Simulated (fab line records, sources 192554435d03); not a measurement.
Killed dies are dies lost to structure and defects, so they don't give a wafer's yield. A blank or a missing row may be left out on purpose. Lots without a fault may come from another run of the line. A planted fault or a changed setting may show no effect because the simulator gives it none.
fab line records | flow n5_finfet
record lots=6 wafers=18 last_day=17
route steps=1938 shown SD_EPI_P@298 BEOL_M4@1111 PASSIVATION@1936
lots that met no fault: from a run of the same line without faults
start_h: hours from the record's first day to the start of the lot's first wafer shown | wait_h: hours since the lot's step before | " the same as in the row above | L1.1+2: a row that stands for several wafers | - no value, or no start given | * or withheld: withheld | < > ~ a bound
route shown NAME@n: a module of which the file shows steps, and the number in the route of the first | usual: mean/standard deviation of fault-free wafers | same: alike in all rows | chamber/n: place in a boat | sites: the reading at each site | _std_site: their standard deviation | _edge_site: outer sites' mean less inner sites' | radius_mm: how far each site lies from the wafer's centre | mask NAME#n: copy n | behind: the tool/chamber that last shaped the wafer | hold: why the lot was held/for how many hours/how that ended | device: the transistor (n, p or np) that didn't switch | end of line: the same wafers' tests at the end of the route | a step without rows: its recipe alone | killed: dies lost to structure and defects at the first sort, not the wafer's yield | map: a wafer's dies, x killed, . not, _ none there
set.NAME: the setting as run; set.NAME@STEP: as run at that earlier step | model.NAME: the simulator's own value behind a step, which no gauge read
lots at some steps of the route; a table a step, a row a wafer
services: from which hour (start_h, from the record's first day; less than 0 if before it) a tool's chamber was out of use, for how many hours, and why
## steps
# step N5_SD_EPI_P_EBR_05
# recipe solvent=PGMEA ebr_width_mm=1.5
# step N5_SD_EPI_P_SOFTBAKE_04
# recipe temp_c=110 time_s=60 resist=CAR-ArF-block
# step N5_SD_EPI_P_EXPOSE_06
# recipe mask_id=SD_P_BLK na=1.35 source_shape=conventional sigma_outer=0.8 polarization=unpolarized target_cd_nm=240 dose_mj=39.5
# step N5_SD_EPI_P_PEB_07
# recipe peb_temp_c=110 peb_time_s=60 resist=CAR-ArF-block
# step N5_SD_EPI_P_DEVELOP_08
# recipe develop_time_s=30 developer=TMAH resist=CAR-ArF-block dev_temp_c=23 rinse_liquid=diw dry=air_spin
# step N5_SD_EPI_P_CD_MEAS_09
# recipe target_cd_nm=240 landing_energy_ev=500 detector=se_inlens
# usual cd_nm=240.7/1.1
# columns lot.wafer tool chamber start_h wait_h cd_nm
L223.1 cd_sem-02 0 59.83 - 240.0
L223.3 " 0 " " 240.6
L223.4 " 0 " " 240.3
L224.1 cd_sem-01 0 62.20 - 239.0
L224.3 " 0 " " 241.5
L224.4 " 0 " " 240.7
L237.2 cd_sem-02 0 139.84 - 240.1
L237.3 " 0 " " 240.7
L237.6 " 0 " " 240.2
L238.1 cd_sem-03 0 145.69 - 239.5
L238.3 " 0 " " 239.5
L238.5 " 0 " " 240.3
L242.1 cd_sem-03 0 169.56 - 241.1
L242.4 " 0 " " 242.2
L242.6 " 0 " " 241.7
L246.4 cd_sem-02 0 191.87 - 240.5
L246.5 " 0 " " 241.6
L246.6 " 0 " " 241.7
# step N5_SD_EPI_P_OVL_MEAS_10
# recipe points_per_wafer=44
# usual SD_P_BLK_OVL=0.5/0.92
# columns lot.wafer tool chamber start_h wait_h SD_P_BLK_OVL[nm]
L223.1 overlay-02 0 59.86 0.0 1.2
L223.3 " 0 " " 0.5
L223.4 " 0 " " 0.9
L224.1 overlay-02 0 62.23 0.0 1.2
L224.3 " 0 " " 1.6
L224.4 " 0 " " 1.5
L237.2 overlay-02 0 139.87 0.0 1.1
L237.3 " 0 " " 0.3
L237.6 " 0 " " -0.2
L238.1 overlay-02 0 145.72 0.0 1.8
L238.3 " 0 " " 1.0
L238.5 " 0 " " 1.5
L242.1 overlay-02 0 169.59 0.0 0.1
L242.4 " 0 " " -0.8
L242.6 " 0 " " 1.0
L246.4 overlay-02 0 191.89 0.0 1.0
L246.5 " 0 " " 0.6
L246.6 " 0 " " 0.5
# step N5_SD_EPI_P_INSPECT_11
# recipe mode=adi inspect_instrument=macro
# usual raw_defect_count=2.2/1.5
# columns lot.wafer tool chamber start_h wait_h raw_defect_count
L223.1 defect_inspect-01 - 59.88 0.0 1
L223.3 " - " " 0
L223.4 " - " " 1
L224.1 defect_inspect-02 - 62.26 0.0 0
L224.3 " - " " 1
L224.4 " - " " 2
L237.2 defect_inspect-02 - 139.89 0.0 3
L237.3 " - " " 0
L237.6 " - " " 2
L238.1 defect_inspect-01 - 145.74 0.0 5
L238.3 " - " " 3
L238.5 " - " " 1
L242.1 defect_inspect-01 - 169.61 0.0 0
L242.4 " - " " 1
L242.6 " - " " 2
L246.4 defect_inspect-02 - 191.92 0.0 2
L246.5 " - " " 4
L246.6 " - " " 2
# step N5_SD_EPI_P_DESCUM_14
# recipe chemistry=O2 time_s=7.9 source_power_w=50 bias_power_w=20 pressure_mtorr=20 rf_frequency_hz=2.712e+07 temp_c=40 resist=CAR-ArF-block o2_flow_sccm=225
# usual drypump_motor_current_A=5.9/0.37 oes_product_au=0.80/0.08 rf_vpp_V=242.9/1.6 showerhead_plenum_p_Torr=2.08/0.079 throttle_valve_pct=20.4/0.32
# columns lot.wafer tool chamber start_h wait_h drypump_motor_current_A oes_product_au rf_hours_counter_h rf_vpp_V showerhead_plenum_p_Torr throttle_valve_pct
L223.1 rie_diel-05 2 59.91 0.0 6.0 0.80 100 241.4 1.93 20.0
L223.3 " 0 " " 5.5 0.94 23 240.9 2.06 20.0
L223.4 " 3 " " 6.0 0.81 115 243.8 2.17 20.5
L224.1 rie_diel-02 0 62.29 0.0 5.2 0.79 116 242.7 2.11 20.4
L224.3 " 2 " " 5.7 0.90 28 245.5 2.20 20.3
L224.4 " 3 " " 6.2 0.89 41 241.0 2.02 20.0
L237.2 rie_diel-02 2 139.93 0.0 5.7 0.88 52 245.2 2.19 20.3
L237.3 " 3 " " 6.2 0.85 63 242.0 2.01 20.1
L237.6 " 3 " " 6.2 0.87 - 241.9 2.01 20.1
L238.1 rie_diel-02 2 146.10 0.4 5.7 0.86 54 245.8 2.19 20.3
L238.3 " 0 " " 5.2 0.76 143 243.7 2.10 20.5
L238.5 " 3 " " 6.2 0.85 - 243.7 2.01 20.1
L242.1 rie_diel-06 3 169.68 0.1 6.5 0.94 8 241.7 2.07 20.0
L242.4 " 2 " " 5.6 0.77 147 245.0 2.17 20.1
L242.6 " 0 " " 6.3 0.89 - 244.0 2.14 20.5
L246.4 rie_diel-05 3 191.95 0.0 5.9 0.77 153 244.3 2.15 20.6
L246.5 " 0 " " 5.5 0.89 - 242.1 2.05 20.1
L246.6 " 1 " " 5.5 0.72 - 242.0 2.03 21.3
# step N5_SD_EPI_P_ETCH_36
# recipe chemistry=CF4 target=SiARC target_depth_a=455 mask_material=CAR-ArF-block time_s=75.8 ion_energy_ev=80 pressure_mtorr=40 source_w=545 bias_w=36 Ar_flow_sccm=100 cf4_flow_sccm=100 ends=cleared
# usual cf4_flow_sccm=99.96/0.3 drypump_motor_current_A=5.9/0.37 etch_rf_on_time_s=75/3 oes_product_au=0.69/0.069 rf_vpp_V=183.9/1.2 showerhead_plenum_p_Torr=2.13/0.088 throttle_valve_pct=15.54/0.26
# columns lot.wafer tool chamber start_h wait_h cf4_flow_sccm drypump_motor_current_A etch_rf_on_time_s oes_product_au rf_hours_counter_h rf_vpp_V showerhead_plenum_p_Torr throttle_valve_pct
L223.1 rie_diel-05 2 59.95 0.0 100.33 6.0 75 0.69 100 182.6 1.98 15.21
L223.3 " 0 " " 100.12 5.5 71 0.83 23 184.8 2.11 15.18
L223.4 " 3 " " 99.71 5.9 81 0.66 115 185.5 2.26 15.94
L224.1 rie_diel-02 0 62.33 0.0 100.42 5.2 73 0.68 116 183.6 2.15 15.59
L224.3 " 2 " " 100.04 5.7 76 0.77 28 184.5 2.27 15.55
L224.4 " 3 " " 100.72 6.2 73 0.77 41 184.3 2.11 15.35
L237.2 rie_diel-02 2 139.96 0.0 100.26 5.7 77 0.74 52 185.0 2.26 15.59
L237.3 " 3 " " 99.48 6.2 72 0.74 63 181.8 2.10 15.39
L237.6 " 3 " " 99.62 6.2 73 0.75 - 183.8 2.10 15.38
L238.1 rie_diel-02 2 146.14 0.0 100.10 5.7 75 0.74 54 185.7 2.26 15.59
L238.3 " 0 " " 100.26 5.3 74 0.66 143 184.0 2.14 15.65
L238.5 " 3 " " 100.08 6.2 72 0.74 - 183.3 2.10 15.38
L242.1 rie_diel-06 3 169.71 0.0 99.97 6.4 73 0.84 8 184.4 2.10 14.99
L242.4 " 2 " " 100.12 5.6 77 0.64 147 185.6 2.24 15.49
L242.6 " 0 " " 100.51 6.3 78 0.75 - 186.5 2.16 15.47
L246.4 rie_diel-05 3 191.99 0.0 100.01 5.9 82 0.64 153 185.6 2.24 16.03
L246.5 " 0 " " 100.30 5.5 71 0.76 - 184.2 2.10 15.26
L246.6 " 1 " " 100.21 5.5 72 0.62 - 182.2 2.04 16.05
# step N5_SD_EPI_P_ETCH_37
# recipe chemistry=N2/H2 target=SOC overetch_a=1080 mask_material=SiARC temp_c=40 ion_energy_ev=100 source_w=3000 bias_w=133 pressure_mtorr=20 time_s=486 n2_flow_sccm=200 h2_flow_sccm=200 ends=end_point
# usual drypump_motor_current_A=5.9/0.37 h2_flow_sccm=200.0/0.59 oes_product_au=0.72/0.073 rf_vpp_V=240.5/1.5 showerhead_plenum_p_Torr=2.52/0.11 throttle_valve_pct=23.8/0.31
# columns lot.wafer tool chamber start_h wait_h drypump_motor_current_A h2_flow_sccm oes_product_au rf_hours_counter_h rf_vpp_V showerhead_plenum_p_Torr throttle_valve_pct
L223.1 rie_diel-05 2 60.01 0.0 6.0 200.3 0.71 100 238.6 2.36 23.5
L223.3 " 0 " " 5.5 199.4 0.83 23 239.2 2.48 23.2
L223.4 " 3 " " 5.9 201.4 0.72 115 244.0 2.66 24.1
L224.1 rie_diel-02 0 62.38 0.0 5.2 198.8 0.71 116 241.3 2.53 23.5
L224.3 " 2 " " 5.7 199.6 0.80 28 243.5 2.72 24.0
L224.4 " 3 " " 6.2 200.6 0.78 41 240.5 2.46 23.6
L237.2 rie_diel-02 2 140.02 0.0 5.7 201.2 0.78 52 241.8 2.71 24.1
L237.3 " 3 " " 6.2 199.1 0.76 63 240.2 2.45 23.6
L237.6 " 3 " " 6.2 199.4 0.76 - 240.9 2.45 23.6
L238.1 rie_diel-02 2 146.19 0.0 5.7 199.6 0.77 55 240.8 2.70 24.1
L238.3 " 0 " " 5.2 200.0 0.68 143 241.0 2.52 23.5
L238.5 " 3 " " 6.2 199.9 0.75 - 238.3 2.45 23.6
L242.1 rie_diel-06 3 169.77 0.0 6.5 200.3 0.85 8 239.9 2.50 23.4
L242.4 " 2 " " 5.6 200.5 0.68 147 242.1 2.66 24.0
L242.6 " 0 " " 6.3 199.5 0.79 - 240.7 2.58 23.8
L246.4 rie_diel-05 3 192.04 0.0 6.0 200.0 0.69 153 240.8 2.65 24.2
L246.5 " 0 " " 5.5 200.2 0.78 - 239.6 2.46 23.3
L246.6 " 1 " " 5.5 200.4 0.63 - 238.5 2.41 24.5
# step N5_SD_EPI_P_STRIP_38
# recipe chemistry=N2/H2 temp_c=40 n2_flow_sccm=200 h2_flow_sccm=200 rf_frequency_hz=6e+07
# step N5_SD_EPI_P_ETCHBACK_46
# recipe chemistry=CH3F/O2 mode=anisotropic_etchback target=SiNx target_depth_a=175 stop_on=SiO2 over_etch_frac=0.3 ion_energy_ev=120 pressure_mtorr=30 source_w=395 bias_w=73 Ar_flow_sccm=150 CH3F_flow_sccm=30 O2_flow_sccm=20
# usual drypump_motor_current_A=5.9/0.37 oes_product_au=0.68/0.07 over_etch_frac=0.3/0 rf_vpp_V=294/6.8 showerhead_plenum_p_Torr=1.98/0.084 throttle_valve_pct=16.27/0.26
# columns lot.wafer tool chamber start_h wait_h drypump_motor_current_A oes_product_au over_etch_frac rf_hours_counter_h rf_vpp_V showerhead_plenum_p_Torr throttle_valve_pct
L223.1 rie_diel-05 2 60.33 0.0 6.0 0.68 0.3 100 290 1.85 16.01
L223.3 " 0 " " 5.5 0.80 0.3 23 296 1.97 15.90
L223.4 " 3 " " 5.9 0.69 0.3 115 312 2.11 16.65
L224.1 rie_diel-02 0 62.71 0.0 5.2 0.67 0.3 116 283 1.99 16.21
L224.3 " 2 " " 5.7 0.76 0.3 28 302 2.12 16.28
L224.4 " 3 " " 6.2 0.74 0.3 41 300 1.96 16.11
L237.2 rie_diel-02 2 140.34 0.0 5.7 0.73 0.30655 52 299 2.11 16.33
L237.3 " 3 " " 6.2 0.72 0.30655 63 297 1.96 16.17
L237.6 " 3 " " 6.2 0.72 0.30655 - 299 1.96 16.15
L238.1 rie_diel-02 2 146.52 0.0 5.7 0.73 0.30655 55 299 2.11 16.32
L238.3 " 0 " " 5.2 0.64 0.30655 143 283 1.98 16.26
L238.5 " 3 " " 6.2 0.72 0.30655 - 299 1.96 16.16
L242.1 rie_diel-06 3 170.09 0.0 6.5 0.81 0.3 8 290 1.96 15.75
L242.4 " 2 " " 5.6 0.64 0.3 148 296 2.10 16.18
L242.6 " 0 " " 6.3 0.77 0.3 - 291 2.02 16.22
L246.4 rie_diel-05 3 192.37 0.0 5.9 0.66 0.3 154 313 2.10 16.73
L246.5 " 0 " " 5.5 0.75 0.3 - 297 1.95 15.97
L246.6 " 1 " " 5.5 0.60 0.3 - 290 1.91 16.87
# step N5_SD_EPI_P_ETCH_47
# recipe chemistry=CH3F/O2 target=SiOCN target_depth_a=250 mask_material=SOC ion_energy_ev=60 bias_w=29 pressure_mtorr=30 source_w=410 Ar_flow_sccm=150 CH3F_flow_sccm=30 O2_flow_sccm=20
# usual drypump_motor_current_A=5.9/0.36 oes_product_au=0.80/0.08 rf_vpp_V=126.1/2.9 showerhead_plenum_p_Torr=1.98/0.084 throttle_valve_pct=16.24/0.26
# columns lot.wafer tool chamber start_h wait_h drypump_motor_current_A oes_product_au rf_hours_counter_h rf_vpp_V showerhead_plenum_p_Torr throttle_valve_pct
L223.1 rie_diel-05 2 60.43 0.1 6.0 0.80 100 124.7 1.85 15.97
L223.3 " 0 " " 5.5 0.95 23 127.0 1.97 15.88
L223.4 " 3 " " 5.9 0.79 115 133.4 2.11 16.65
L224.1 rie_diel-02 0 62.81 0.1 5.3 0.79 116 121.6 1.99 16.19
L224.3 " 2 " " 5.7 0.91 28 129.5 2.12 16.25
L224.4 " 3 " " 6.2 0.90 41 127.2 1.96 16.09
L237.2 rie_diel-02 2 140.44 0.1 5.7 0.86 52 128.1 2.11 16.31
L237.3 " 3 " " 6.2 0.87 63 126.1 1.96 16.14
L237.6 " 3 " " 6.2 0.87 - 128.1 1.96 16.13
L238.1 rie_diel-02 2 146.62 0.1 5.7 0.85 55 128.6 2.11 16.29
L238.3 " 0 " " 5.3 0.75 143 121.7 1.98 16.22
L238.5 " 3 " " 6.2 0.87 - 128.3 1.96 16.13
L242.1 rie_diel-06 3 170.19 0.1 6.4 0.95 8 125.3 1.96 15.74
L242.4 " 2 " " 5.6 0.75 148 127.2 2.10 16.17
L242.6 " 0 " " 6.3 0.87 - 126.6 2.02 16.22
L246.4 rie_diel-05 3 192.47 0.1 5.9 0.76 154 134.3 2.10 16.71
L246.5 " 0 " " 5.5 0.90 - 126.9 1.95 15.96
L246.6 " 1 " " 5.4 0.72 - 123.3 1.91 16.85
# step N5_BEOL_M4_RC_MEAS_101
# usual DIBL_N=36.2/2 DIBL_P=36.1/2.4 IOFF_N=0.16/0.035 IOFF_P=0.22/0.041 ION_N=675/14 ION_P=465/8.6 SS_N=71.5/0.64 SS_P=73.2/0.76 VT_N=250/3.9 VT_P=-249/3.4
# columns lot.wafer tool chamber start_h wait_h DIBL_N[mV/V] DIBL_P[mV/V] IOFF_N[nA/um] IOFF_P[nA/um] ION_N[uA/um] ION_P[uA/um] SS_N[mV/dec] SS_P[mV/dec] VT_N[mV] VT_P[mV]
L223.1 prober-02 0 174.89 0.0 37.8 35.9 0.18 0.20 681 456 71.7 73.5 249 -251
L223.3 " 0 " " 38.3 37.9 0.21 0.25 699 473 72.1 73.6 246 -247
L223.4 " 0 " " 35.1 33.2 0.14 0.17 670 455 70.4 73.0 250 -252
L224.1 prober-01 0 191.61 0.0 35.4 38.6 0.15 0.26 668 474 71.4 73.7 250 -244
L224.3 " 0 " " 35.7 37.8 0.16 0.25 668 467 71.7 73.4 252 -247
L224.4 " 0 " " 31.7 33.9 0.09 0.18 642 460 71.0 72.8 258 -248
L237.2 prober-01 0 262.41 0.2 37.3 35.4 0.16 0.21 664 455 71.4 73.5 249 -248
L237.3 " 0 " " 34.5 33.3 0.13 0.19 674 474 71.1 72.5 249 -247
L237.6 " 0 " " 36.0 34.2 0.14 0.19 682 467 70.9 73.3 250 -250
L238.1 prober-02 0 264.19 0.0 36.1 36.4 0.16 0.22 680 467 71.8 72.4 249 -249
L238.3 " 0 " " 38.4 39.1 0.21 0.26 705 477 72.2 74.0 245 -246
L238.5 " 0 " " 40.5 41.3 0.26 0.30 701 474 73.4 74.6 243 -246
L242.1 prober-02 0 293.08 0.0 37.7 38.8 0.20 0.26 680 471 71.8 73.9 249 -249
L242.4 " 0 " " 38.1 37.5 0.18 0.22 685 469 72.8 73.9 251 -250
L242.6 " 0 " " 34.9 35.0 0.14 0.18 665 457 71.4 73.3 254 -252
L246.4 prober-01 0 315.28 0.5 33.0 33.1 0.11 0.15 665 453 70.3 72.6 258 -256
L246.5 " 0 " " 33.5 33.3 0.12 0.15 671 453 70.7 72.2 255 -256
L246.6 " 0 " " 34.9 34.8 0.13 0.17 675 459 71.2 73.0 254 -254
# step N5_PASSIVATION_PROBE_49
# usual defect_limited_yield=91.1/1.4 killed_at_M0_to_M3=36/9.9 killed_at_M4_up=13/5.8 killed_at_contacts=14/5.9 killed_at_front_end=39/11 killed_at_other=3.4/2.9 killed_dies=105/17 killed_on_rim=15/3.9 killed_open=70/13 killed_short=34/7.3 sort_bin_5_function=5.3/1 sort_bin_6_memory=3.3/0.62 sort_bin_8_speed=0.01/0.057 sort_n_pass=1075/17 sort_yield_pct=91.1/1.4
# same gross_dies=1180 killed_at_back_side=0 sort_bin_4_leakage[%]=0
# columns lot.wafer tool chamber start_h wait_h defect_limited_yield[%] killed_at_M0_to_M3 killed_at_M4_up killed_at_contacts killed_at_front_end killed_at_other killed_dies killed_on_rim killed_open killed_short sort_bin_5_function[%] sort_bin_6_memory[%] sort_bin_8_speed[%] sort_n_pass sort_yield_pct[%]
L223.1 prober-02 - 292.01 0.0 90.7 31 22 11 43 3 110 17 75 35 5.5 3.6 0 1070 90.7
L223.3 prober-02 - 292.11 0.1 91.6 23 21 9 43 3 99 15 69 28 4.3 4.0 0 1081 91.6
L223.4 prober-02 - 292.16 0.2 89.7 46 15 16 44 1 122 22 75 39 5.3 4.1 0 1058 89.7
L224.1 prober-02 - 294.01 0.0 88.6 46 15 9 62 2 134 21 97 36 6.9 3.9 0 1046 88.6
L224.3 prober-02 - 294.11 0.1 90.6 42 9 13 46 1 111 18 75 27 6.0 2.3 0 1069 90.6
L224.4 prober-02 - 294.16 0.2 91.7 42 7 7 38 4 98 17 69 29 4.9 3.1 0.51 1076 91.2
L238.1 prober-01 - 363.18 0.0 92.9 28 6 8 34 8 84 11 56 28 4.2 2.7 0 1096 92.9
L238.3 prober-01 - 363.28 0.1 89.6 47 5 17 51 3 123 17 86 37 6.0 4.1 0 1057 89.6
L238.5 prober-01 - 363.38 0.2 93.5 24 8 14 30 1 77 5 54 23 4.0 2.2 0 1103 93.5
L237.2 prober-02 - 384.63 0.1 91.7 30 13 19 36 0 98 15 67 29 4.5 3.6 0 1082 91.7
L237.3 prober-02 - 384.68 0.1 93.6 21 8 13 32 2 76 14 54 20 4.1 2.3 0 1104 93.6
L237.6 prober-02 - 384.83 0.3 92.8 32 11 9 28 5 85 15 56 28 4.3 2.6 0 1095 92.8
L242.1 prober-01 - 399.38 0.0 88.6 52 20 16 47 0 135 19 91 41 7.3 3.5 0 1045 88.6
L242.4 prober-01 - 399.53 0.2 87.5 55 20 9 45 19 148 28 89 49 6.5 4.9 0 1032 87.5
L242.6 prober-01 - 399.63 0.3 89.9 31 19 25 40 4 119 13 87 31 6.5 3.2 0 1061 89.9
L246.4 prober-02 - 414.24 0.2 89.5 44 8 14 50 8 124 16 80 44 5.7 4.6 0 1056 89.5
L246.5 prober-02 - 414.29 0.2 90.9 28 8 21 47 3 107 14 68 39 5.0 4.1 0 1073 90.9
L246.6 prober-02 - 414.34 0.3 92.5 31 6 9 36 6 88 19 56 32 4.2 3.1 0 1092 92.5
# killed by level:class
L223.1 FIN_SAQP:geometric_particle:open=14 BEOL_M0_SAQP:geometric_particle:open=10 FIN_SAQP:geometric_particle:short=9 BEOL_M4:geometric_particle:open=9 BEOL_M3:geometric_particle:open=9 BEOL_M0_SAQP:geometric_particle:short=8 MOL_CONTACT_COAG:geometric_particle:open=7 GATE_CUT:geometric_particle:short=5
L223.3 FIN_SAQP:geometric_particle:open=10 BEOL_M0_SAQP:geometric_particle:open=10 MOL_CONTACT_COAG:geometric_particle:open=8 BEOL_M0_SAQP:geometric_particle:short=7 DUMMY_GATE:geometric_particle:open=6 STI_FIN_REVEAL:geometric_particle:open=5 BEOL_M3:geometric_particle:open=5 BEOL_M4:geometric_particle:open=5
L223.4 BEOL_M0_SAQP:geometric_particle:open=18 MOL_CONTACT_COAG:geometric_particle:open=15 BEOL_M0_SAQP:geometric_particle:short=13 BEOL_M4:geometric_particle:open=8 HKMG_FIN:area_etch=7 FIN_SAQP:geometric_particle:short=6 STI_FIN_REVEAL:geometric_particle:open=5 BEOL_M3:geometric_particle:open=5
L224.1 STI_FIN_REVEAL:geometric_particle:open=29 BEOL_M0_SAQP:geometric_particle:short=10 BEOL_M0_SAQP:geometric_particle:open=9 MOL_CONTACT_COAG:geometric_particle:open=7 BEOL_M1:geometric_particle:open=7 BEOL_M2:geometric_particle:open=7 FIN_SAQP:geometric_particle:open=5 DUMMY_GATE:geometric_particle:open=5
L224.3 STI_FIN_REVEAL:geometric_particle:open=18 BEOL_M0_SAQP:geometric_particle:open=13 MOL_CONTACT_COAG:geometric_particle:open=11 BEOL_M0_SAQP:geometric_particle:short=11 HKMG_FIN:area_etch=8 BEOL_M2:geometric_particle:open=7 STI_FIN_REVEAL:geometric_particle:short=5 GATE_CUT:geometric_particle:short=5
L224.4 BEOL_M0_SAQP:geometric_particle:open=10 BEOL_M0_SAQP:geometric_particle:short=9 DUMMY_GATE:geometric_particle:open=8 BEOL_M3:geometric_particle:open=8 MOL_CONTACT_COAG:geometric_particle:open=7 BEOL_M2:geometric_particle:open=7 STI_FIN_REVEAL:geometric_particle:open=6 STARTING-WAFER:geometric_particle:open=5
L238.1 BEOL_M2:geometric_particle:open=12 STI_FIN_REVEAL:geometric_particle:open=5 DUMMY_GATE:geometric_particle:open=5 MOL_CONTACT_COAG:geometric_particle:open=5 BEOL_M0_SAQP:geometric_particle:open=5 BEOL_M1:geometric_particle:open=5 ILD0:geometric_particle:short=4 STARTING-WAFER:geometric_particle:open=4
L238.3 MOL_CONTACT_COAG:geometric_particle:open=15 STI_FIN_REVEAL:geometric_particle:open=14 BEOL_M0_SAQP:geometric_particle:open=12 BEOL_M0_SAQP:geometric_particle:short=12 DUMMY_GATE:geometric_particle:open=9 FIN_SAQP:geometric_particle:open=7 BEOL_M2:geometric_particle:open=6 BEOL_M0:geometric_particle:open=5
L238.5 MOL_CONTACT_COAG:geometric_particle:open=12 FIN_SAQP:geometric_particle:short=6 BEOL_M0_SAQP:geometric_particle:open=6 BEOL_M1:geometric_particle:open=6 STI_FIN_REVEAL:geometric_particle:open=5 BEOL_M0_SAQP:geometric_particle:short=5 FIN_SAQP:geometric_particle:open=4 DUMMY_GATE:geometric_particle:open=3
L237.2 MOL_CONTACT_COAG:geometric_particle:open=17 FIN_SAQP:geometric_particle:open=9 BEOL_M0_SAQP:geometric_particle:short=9 BEOL_M0_SAQP:geometric_particle:open=9 FIN_SAQP:geometric_particle:short=6 BEOL_M2:geometric_particle:open=6 BEOL_M3:geometric_particle:open=4 BEOL_M8:geometric_particle:open=4
L237.3 MOL_CONTACT_COAG:geometric_particle:open=10 FIN_SAQP:geometric_particle:open=8 DUMMY_GATE:geometric_particle:open=5 BEOL_M0_SAQP:geometric_particle:open=5 BEOL_M0_SAQP:geometric_particle:short=5 STI_FIN_REVEAL:geometric_particle:open=4 FIN_SAQP:geometric_particle:short=3 MOL_CONTACT_COAG:geometric_particle:short=3
L237.6 BEOL_M0_SAQP:geometric_particle:short=9 DUMMY_GATE:geometric_particle:open=8 MOL_CONTACT_COAG:geometric_particle:open=8 BEOL_M0_SAQP:geometric_particle:open=7 BEOL_M2:geometric_particle:open=7 ILD0:geometric_particle:open=5 BEOL_M2:geometric_particle:short=4 STARTING-WAFER:geometric_particle:short=4
L242.1 BEOL_M2:geometric_particle:open=17 FIN_SAQP:geometric_particle:open=15 BEOL_M4:geometric_particle:open=14 MOL_CONTACT_COAG:geometric_particle:open=12 BEOL_M2:geometric_particle:short=10 FIN_SAQP:geometric_particle:short=9 BEOL_M3:geometric_particle:open=8 BEOL_M0_SAQP:geometric_particle:short=6
L242.4 BEOL_M2:geometric_particle:open=17 BEOL_M4:geometric_particle:open=13 HKMG_FIN:area_etch=9 BEOL_M0_SAQP:geometric_particle:open=8 FIN_SAQP:geometric_particle:open=7 FIN_SAQP:geometric_particle:short=7 STI_FIN_REVEAL:geometric_particle:open=7 BEOL_M0_SAQP:geometric_particle:short=7
L242.6 MOL_CONTACT_COAG:geometric_particle:open=17 FIN_SAQP:geometric_particle:open=15 BEOL_M2:geometric_particle:open=10 DUMMY_GATE:geometric_particle:open=8 MOL_CONTACT_COAG:geometric_particle:short=8 BEOL_M4:geometric_particle:open=7 BEOL_M2:geometric_particle:short=6 BEOL_M0_SAQP:geometric_particle:open=5
L246.4 MOL_CONTACT_COAG:geometric_particle:open=13 BEOL_M0_SAQP:geometric_particle:open=11 FIN_SAQP:geometric_particle:open=9 FIN_SAQP:geometric_particle:short=8 BEOL_M0:geometric_particle:open=8 BEOL_M0_SAQP:geometric_particle:short=7 BEOL_M2:geometric_particle:open=7 BEOL_M1:geometric_particle:open=6
L246.5 MOL_CONTACT_COAG:geometric_particle:open=14 FIN_SAQP:geometric_particle:open=9 FIN_SAQP:geometric_particle:short=7 BEOL_M0_SAQP:geometric_particle:short=7 MOL_CONTACT_COAG:geometric_particle:short=7 STI_FIN_REVEAL:geometric_particle:open=6 GATE_CUT:geometric_particle:open=5 GATE_CUT:geometric_particle:short=5
L246.6 STI_FIN_REVEAL:geometric_particle:open=12 BEOL_M0_SAQP:geometric_particle:short=9 BEOL_M0_SAQP:geometric_particle:open=9 MOL_CONTACT_COAG:geometric_particle:open=8 FIN_SAQP:geometric_particle:short=7 BEOL_M0:geometric_particle:open=5 PASS1_CAP:geometric_particle:open=4 FIN_SAQP:geometric_particle:open=3
## services
# columns tool chamber start_h hours kind
rie_diel-05 0 37.71 7.3 repair
rie_diel-05 1 39.67 8.3 repair
rie_diel-06 2 78.18 2.0 repair
rie_diel-02 3 92.77 4.0 repair
rie_diel-06 3 114.49 7.7 repair
rie_diel-06 3 122.23 - clean
rie_diel-06 3 122.23 - consumable_replace:focus_ring
rie_diel-06 3 122.23 20.7 scheduled_down
rie_diel-06 3 122.23 20.7 vent_cycle
rie_diel-05 1 130.42 3.7 repair
## key
first_sign step=N5_SD_EPI_P_ETCHBACK_46 reading=over_etch_frac direction=up sigmas=99+ usual=0.3 struck=0.30655
effect none on later readings
met_at N5_SD_EPI_P_ETCHBACK_46
struck_wafers L237.2,L237.3,L237.6,L238.1,L238.3,L238.5
onset_between 62.71 140.34
fault kind=process_parameter_drift tool=rie_diel-02 chamber=- onset_h=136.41 steps=N5_SD_EPI_P_ETCHBACK_46 channel=over_etch_frac offset=0.0065528 shape=step end_h=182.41 acts_in=these_recipes_only stated=0.3
